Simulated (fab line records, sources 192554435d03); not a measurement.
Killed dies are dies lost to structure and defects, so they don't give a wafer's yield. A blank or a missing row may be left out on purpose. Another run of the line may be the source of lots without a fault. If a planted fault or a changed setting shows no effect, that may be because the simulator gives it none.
Matching of chambers / flow n5-finfet / pecvd-02 running N5_BEOL_M0_SAQP_HM_DEP_111: 3 sister chambers
The step deposits SiO2 from SiH4/N2O, target thk 12 nm, time 7.2 s. 6 wafers are shown with their chamber, then 11 later ones without.

== WAFERS WITH THEIR CHAMBER ==
wafer=L086.1; chamber=0; showerhead-plenum-p-Torr (Torr)=8.08; heater-power-w (W)=753
wafer=L086.3; chamber=2; showerhead-plenum-p-Torr (Torr)=7.93; heater-power-w (W)=639
wafer=L086.4; chamber=0; showerhead-plenum-p-Torr (Torr)=8.07; heater-power-w (W)=749
wafer=L088.4; chamber=1; showerhead-plenum-p-Torr (Torr)=8.05; heater-power-w (W)=941
wafer=L088.5; chamber=2; showerhead-plenum-p-Torr (Torr)=7.92; heater-power-w (W)=634
wafer=L091.1; chamber=1; showerhead-plenum-p-Torr (Torr)=8.05; heater-power-w (W)=890

== WAFERS WITH NO CHAMBER GIVEN ==
wafer=L091.3; showerhead-plenum-p-Torr (Torr)=7.94; heater-power-w (W)=605
wafer=L091.5; showerhead-plenum-p-Torr (Torr)=8.08; heater-power-w (W)=814
wafer=L093.3; showerhead-plenum-p-Torr (Torr)=8.09; heater-power-w (W)=806
wafer=L093.5; showerhead-plenum-p-Torr (Torr)=8.04; heater-power-w (W)=947
wafer=L093.6; showerhead-plenum-p-Torr (Torr)=8.06; heater-power-w (W)=786
wafer=L094.2; showerhead-plenum-p-Torr (Torr)=8.06; heater-power-w (W)=756
wafer=L094.4; showerhead-plenum-p-Torr (Torr)=8.10; heater-power-w (W)=771
wafer=L094.6; showerhead-plenum-p-Torr (Torr)=7.92; heater-power-w (W)=650
wafer=L095.1; showerhead-plenum-p-Torr (Torr)=7.92; heater-power-w (W)=672
wafer=L095.2; showerhead-plenum-p-Torr (Torr)=8.07; heater-power-w (W)=755
wafer=L095.4; showerhead-plenum-p-Torr (Torr)=8.08; heater-power-w (W)=754

== CHAMBER TAKEN BY EACH ==
wafer=L091.3; from the rows above=2; in truth=2
wafer=L091.5; from the rows above=0; in truth=0
wafer=L093.3; from the rows above=0; in truth=0
wafer=L093.5; from the rows above=1; in truth=1
wafer=L093.6; from the rows above=0; in truth=0
wafer=L094.2; from the rows above=0; in truth=0
wafer=L094.4; from the rows above=0; in truth=0
wafer=L094.6; from the rows above=2; in truth=2
wafer=L095.1; from the rows above=2; in truth=2
wafer=L095.2; from the rows above=0; in truth=0
wafer=L095.4; from the rows above=0; in truth=0
Placed correctly: 11 of 11. Not placeable from these rows: 0. Wrongly placed: 0.
How it was worked out, from the rows above alone: a wafer's distance from a chamber is the root of the sum, over the readings, of the square of ((its reading less the chamber's mean) divided by the reading's scatter). The wafer belongs to the nearest chamber; if the next one is less than 2 further off, it can't be placed. Each chamber's mean is taken over the wafers shown for it. The scatter is the square root of a quotient: the sum, over the shown wafers, of each reading's squared deviation from its chamber's mean, divided by wafers minus chambers.
